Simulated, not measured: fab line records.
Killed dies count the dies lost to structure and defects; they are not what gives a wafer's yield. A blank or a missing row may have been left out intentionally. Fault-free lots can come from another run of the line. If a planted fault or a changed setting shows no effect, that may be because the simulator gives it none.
Split-lot trial | flow n5 finfet | 39 wafers read across 7 lots, on a route 1938 steps long

ABOUT THE SPLIT
At N5_GATE_CUT_ETCH_58 (etches SiNx in CH3F/O2, target depth 17 nm, time 128.6 s), the setting source w was moved away from the recipe's 415 W on 12 of the 39 wafers read, by +6.1% to +17.7%. This setting was run at the recipe's value on the other wafers.

The reading is taken at the split's own step.

THE READING
rf vpp V, in V, at N5_GATE_CUT_ETCH_58 (etches SiNx in CH3F/O2, target depth 17 nm, time 128.6 s). On this fab line, fault-free wafers typically give 99.1 V with a standard deviation of 0.89 V.

wafer  | tool, chamber at the split | source w as run, W | against the recipe | rf vpp V, V | against lot-mates on the recipe
L079.1 | rie diel-03, 2             | 415                | recipe             | 99.7        | -
L079.2 | rie diel-03, 3             | 415                | recipe             | 98.0        | -
L079.3 | rie diel-03, 1             | 415                | recipe             | 97.4        | -
L079.4 | rie diel-03, 0             | 415                | recipe             | 100.0       | -
L079.5 | rie diel-03, 0             | 415                | recipe             | 100.3       | -
L079.6 | rie diel-03, 3             | 415                | recipe             | 98.5        | -
L082.1 | rie diel-02, 0             | 415                | recipe             | 98.9        | -
L082.2 | rie diel-02, 1             | 415                | recipe             | 100.0       | -
L082.3 | rie diel-02, 2             | 415                | recipe             | 97.6        | -
L082.4 | rie diel-02, 3             | 415                | recipe             | 99.9        | -
L082.5 | rie diel-02, 3             | 415                | recipe             | 98.6        | -
L082.6 | rie diel-02, 2             | 415                | recipe             | 98.4        | -
L084.1 | rie diel-01, 2             | 480.2              | +15.7%             | 94.4        | -5.5
L084.2 | rie diel-01, 3             | 415                | recipe             | 100.8       | -
L084.3 | rie diel-01, 1             | 480.2              | +15.7%             | 94.1        | -5.8
L084.4 | rie diel-01, 0             | 415                | recipe             | 98.3        | -
L084.5 | rie diel-01, 1             | 480.2              | +15.7%             | 94.4        | -5.5
L084.6 | rie diel-01, 0             | 415                | recipe             | 100.5       | -
L088.4 | rie diel-02, 0             | 415                | recipe             | 99.6        | -
L088.5 | rie diel-02, 0             | 415                | recipe             | 99.0        | -
L088.6 | rie diel-02, 1             | 415                | recipe             | 98.4        | -
L093.1 | rie diel-01, 0             | 485.1              | +16.9%             | 94.5        | -4.8
L093.2 | rie diel-01, 1             | 415                | recipe             | 98.6        | -
L093.3 | rie diel-01, 2             | 415                | recipe             | 99.2        | -
L093.4 | rie diel-01, 3             | 415                | recipe             | 100.0       | -
L093.5 | rie diel-01, 2             | 485.1              | +16.9%             | 94.1        | -5.2
L093.6 | rie diel-01, 1             | 485.1              | +16.9%             | 92.5        | -6.8
L094.1 | rie diel-03, 2             | 415                | recipe             | 99.9        | -
L094.2 | rie diel-03, 0             | 488.4              | +17.7%             | 93.4        | -6.1
L094.3 | rie diel-03, 1             | 415                | recipe             | 98.7        | -
L094.4 | rie diel-03, 3             | 488.4              | +17.7%             | 92.2        | -7.3
L094.5 | rie diel-03, 2             | 415                | recipe             | 99.8        | -
L094.6 | rie diel-03, 3             | 488.4              | +17.7%             | 91.7        | -7.8
L095.1 | rie diel-03, 1             | 415                | recipe             | 97.6        | -
L095.2 | rie diel-03, 0             | 415                | recipe             | 97.9        | -
L095.3 | rie diel-03, 3             | 440.4              | +6.1%              | 98.0        | -0.3
L095.4 | rie diel-03, 2             | 440.4              | +6.1%              | 98.1        | -0.2
L095.5 | rie diel-03, 0             | 440.4              | +6.1%              | 97.7        | -0.6
L095.6 | rie diel-03, 3             | 415                | recipe             | 99.3        | -

FIT RESULTS
A straight line over all 39 wafers: rf vpp V changes by -0.333 V for each +1% of source w; r = -0.93; the points scatter about the line by 0.94 V.
The same after taking each lot's own level away (the mean of its wafers on the recipe; 39 wafers): -0.357 V for each +1%; r = -0.94; scatter 0.97 V.
According to that fit, moving source w by its largest amount changes the reading by 6.3 V.
The lots' own levels span 98.27 to 99.87 V, that is 1.8 times the standard deviation above.
The two slopes agree, so the slope changes little with the lot-to-lot level.
Check: for one of the wafers moved furthest among these (+17.7%), held out of the fit, the line's prediction against its lot-mates is -6.2 V. It came out at -6.07 V against them.
Tool readings at the split's step, against how far the setting was moved: rf vpp V r = -0.93.

OTHER SPLITS APPLIED TO THESE WAFERS
Other splits were also applied to these wafers ahead of the reading. Each is held against what the fit with the lots' levels taken away leaves over:
other split on the same wafers  | wafers away from the commonest value | r with rf vpp V (lot level and that fit taken away)
N5_DUMMY_GATE_EXPOSE_12 dose mj | 18                                   | -0.01
N5_DUMMY_GATE_ETCH_37 source w  | 9                                    | +0.06
N5_HKMG_FIN_ETCH_55 time s      | 18                                   | -0.03

THE FILE'S OWN FIT
rf vpp V changes by -0.349 V for each +1% of source w, r = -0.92.
